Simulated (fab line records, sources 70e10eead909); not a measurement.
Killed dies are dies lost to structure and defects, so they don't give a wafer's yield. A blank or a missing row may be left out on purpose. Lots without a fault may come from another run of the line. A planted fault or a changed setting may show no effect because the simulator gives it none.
Chamber matching | flow nand_harc | NHARC_THIN_TSV_ETCH_44 on rie_diel-12: 4 sister chambers
The step etches the open film in CF4/O2, target depth 1594.2 nm, time 797.1 s. 14 wafers are shown with their chamber, then 7 later ones without.

WAFERS WITH THEIR CHAMBER
wafer  | chamber | drypump_motor_current_A (A) | showerhead_plenum_p_Torr (Torr) | rf_vpp_V (V)
L677.3 | 2       | 5.4                         | 1.96                            | 802
L677.5 | 1       | 4.9                         | 1.84                            | 795
L677.6 | 0       | 5.8                         | 1.90                            | 798
L678.1 | 2       | 5.4                         | 1.95                            | 800
L678.3 | 1       | 4.9                         | 1.84                            | 795
L678.4 | 3       | 6.5                         | 1.92                            | 800
L679.4 | 0       | 5.8                         | 1.90                            | 798
L679.5 | 3       | 6.5                         | 1.92                            | 799
L679.6 | 2       | 5.4                         | 1.95                            | 803
L681.2 | 2       | 5.4                         | 1.95                            | 802
L681.3 | 1       | 4.9                         | 1.84                            | 795
L681.4 | 3       | 6.5                         | 1.92                            | 800
L684.1 | 0       | 5.8                         | 1.90                            | 799
L684.3 | 2       | 5.3                         | 1.95                            | 802

SIGNATURES (means of the wafers above)
reading                  | chamber 0 | chamber 1 | chamber 2 | chamber 3 | scatter within a chamber
drypump_motor_current_A  | 5.800     | 4.900     | 5.380     | 6.500     | 0.0283
showerhead_plenum_p_Torr | 1.9000    | 1.8400    | 1.9520    | 1.9200    | 0.00283
rf_vpp_V                 | 798.33    | 795.00    | 801.80    | 799.67    | 0.783
Rule: a wafer's distance from a chamber is the root of the sum, over the readings, of the square of ((its reading less the chamber's mean) divided by the reading's scatter). The wafer belongs to the nearest chamber; if the next one is less than 2 further off, it can't be placed. The scatter: the root of (the sum of the squares of (reading less its chamber's mean) over the shown wafers, divided by (wafers less chambers)).

WAFERS WITHOUT THEIR CHAMBER
wafer  | drypump_motor_current_A (A) | showerhead_plenum_p_Torr (Torr) | rf_vpp_V (V)
L684.5 | 5.3                         | 1.95                            | 801
L686.2 | 5.8                         | 1.90                            | 800
L686.3 | 6.5                         | 1.92                            | 801
L686.5 | 6.5                         | 1.92                            | 799
L694.1 | 5.8                         | 1.90                            | 799
L694.4 | 5.8                         | 1.90                            | 798
L694.6 | 5.4                         | 1.95                            | 802

WHICH CHAMBER EACH WENT THROUGH
wafer  | from the rows above | in truth
L684.5 | 2                   | 2
L686.2 | 0                   | 0
L686.3 | 3                   | 3
L686.5 | 3                   | 3
L694.1 | 0                   | 0
L694.4 | 0                   | 0
L694.6 | 2                   | 2
Placed correctly: 7 of 7. Can't be placed from these rows: 0. Placed wrongly: 0.
